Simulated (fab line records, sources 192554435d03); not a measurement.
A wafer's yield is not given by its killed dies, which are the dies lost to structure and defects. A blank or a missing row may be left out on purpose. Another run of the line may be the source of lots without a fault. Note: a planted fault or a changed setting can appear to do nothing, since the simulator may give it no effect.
Matching of chambers | flow n5Finfet | N5_SD_EPI_N_ETCH_16 on rieDiel-06: 4 sister chambers
The step etches SiO2 in CHF3/O2, target depth 5 nm. 4 wafers are shown with their chamber, then 7 later ones without.

== WAFERS, EACH WITH ITS CHAMBER ==
wafer  | chamber | drypumpMotorCurrentA (A)
L088.1 | 2       | 5.4
L088.5 | 3       | 4.8
L094.2 | 0       | 5.3
L094.3 | 1       | 6.5

== WAFERS WITHOUT THEIR CHAMBER ==
wafer  | drypumpMotorCurrentA (A)
L094.5 | 6.5
L095.1 | 4.8
L095.2 | 6.5
L095.4 | 4.8
L097.1 | 5.4
L097.4 | 6.5
L097.5 | 6.4

== EACH ONE'S CHAMBER ==
wafer  | from the rows above | in truth
L094.5 | 1                   | 1
L095.1 | 3                   | 3
L095.2 | 1                   | 1
L095.4 | 3                   | 3
L097.1 | 2                   | 2
L097.4 | 1                   | 1
L097.5 | 1                   | 1
7 of 7 placed correctly. Number that these rows cannot place: 0. Placed wrongly: 0.
How it was worked out, from the rows above alone: a wafer's distance from a chamber is the root of the sum, over the readings, of the square of ((its reading less the chamber's mean) divided by the reading's scatter). The wafer belongs to the nearest chamber; if the next one is less than 2 further off, it can't be placed. A chamber's mean is the mean of its shown wafers. The scatter (one wafer shown for each chamber): square how far every hidden wafer sits from the nearest shown wafer, average those squares and take the square root.
